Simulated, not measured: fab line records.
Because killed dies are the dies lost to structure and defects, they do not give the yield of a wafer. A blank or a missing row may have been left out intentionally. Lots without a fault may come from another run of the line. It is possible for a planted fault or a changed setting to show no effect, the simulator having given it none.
Problem report, 8D (eight disciplines) form, completed by code    flow n5 finfet    the parts of the form that need people (team, actions taken, sign-off) are left out

1. PROBLEM STATEMENT
A mean of 71.4 nm is read at N5_BEOL_M1_OCD_MEAS_38 for trench depth nm, taken on 1 wafer of 1 lot, against 55.0 nm (standard deviation 1) on wafers free of any fault. Relative to the usual mean, that is a shift of +16 standard deviations.
The first sign was on wafer L761.3 at day 7 15:10, on ocd-02. The record has a number at this step for 24 wafers belonging to 8 lots. By rule, "out" or "out of limits" means more than 4 standard deviations away from the usual mean. All remaining wafers that have a number are taken as sound.

2. WHAT IT IS AND WHAT IT IS NOT
question                     is                is not
which readings at this step  trench depth nm   -
which lots                   L761              L757, L758, L759, L762, L770, L778, L779
which wafers of those lots   L761.3            L761.1, L761.4
read on which gauges         ocd-02            ocd-01
when                         from day 7 15:10  up to then (11 sound wafers); but 12 sound wafers of L762, L770, L778, L779 came after

3. SUSPECTS, AND WHAT RULES EACH OUT
Counting: any tool at a process step up to the reading remains a suspect provided it ran every lot that is out. Sound lots after the first of them don't rule it out here, since some wafers of a struck lot are sound.
- the gauge at N5_BEOL_M1_OCD_MEAS_38: ruled out. All the wafers that are out were read on ocd-02, but those of them that N5_BEOL_M4_RC_MEAS_101 has rows for are out there too, on other tools.
- rie diel-01 at N5_BEOL_M1_TRENCH_ETCH_37 (etches SiOC in C4F6/O2, target depth 55.207 nm, time 29 s): kept. L761, the lot that is out, went through it at day 7 15:01; up to then, the latest sound lot through it was L759 at day 6 23:17.
- rie diel-01 at N5_BEOL_M1_STRIP_97 (strips in N2/H2, time 10 s): kept. L761, the lot that is out, went through it at day 7 15:10; up to then, the latest sound lot through it was L759 at day 6 23:27. Because N5_BEOL_M1_STRIP_97 lacks a start for some lots, the hours and order of its lots are taken from N5_BEOL_M1_OCD_MEAS_38.
- rie diel-01, N5_BEOL_M1_TRENCH_ETCH_37: wafers that are out in chamber 0, sound lot-mates in chambers 1, 3.
- rie diel-01, N5_BEOL_M1_STRIP_97: wafers that are out in chamber 0, sound lot-mates in chambers 1, 3.
Left after counting: rie diel-01 at N5_BEOL_M1_TRENCH_ETCH_37, rie diel-01 at N5_BEOL_M1_STRIP_97.

4. THE CAUSE (what the simulator had put in)
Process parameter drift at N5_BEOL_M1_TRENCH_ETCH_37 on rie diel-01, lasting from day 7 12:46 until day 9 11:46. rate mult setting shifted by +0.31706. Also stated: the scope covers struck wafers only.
Counting left 2 suspects, and this tool is among them.

5. THE CHAIN OF EFFECTS, in route order
Each row: a reading whose mean over the struck wafers that have a number lies more than 3 standard deviations from the usual. Only readings whose record carries a usual standard deviation are examined. hours: median over the lots of the time between each lot's start at the first step of this table that gives one and its start at this step. sigmas: the change, counted in usual standard deviations.
hours  step                    reading            usual         on struck wafers  change  sigmas
0      N5_BEOL_M1_OCD_MEAS_38  trench depth nm    55.0 nm       71.4              +16.4   +16
42     N5_BEOL_M4_RC_MEAS_101  CHAIN_V0           235 ohm/link  186               -49     -5.3
42     N5_BEOL_M4_RC_MEAS_101  CHAIN_V0_max_site  244 ohm/link  190               -54     -5.5

6. WHAT WOULD HAVE CAUGHT IT SOONER
2 hours passed between the start of the fault at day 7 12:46 and the first reading out of limits at a measuring or inspecting step in this record, taken at day 7 15:10.
Tool readings at N5_BEOL_M1_TRENCH_ETCH_37 with a usual standard deviation given in the record: none out on any struck wafer, hence no alarm at a limit of 4 standard deviations on them.
Lots out: 1; all had begun N5_BEOL_M1_TRENCH_ETCH_37 on rie diel-01 by day 7 15:10. Tool hold at that time: it would have spared none of them.
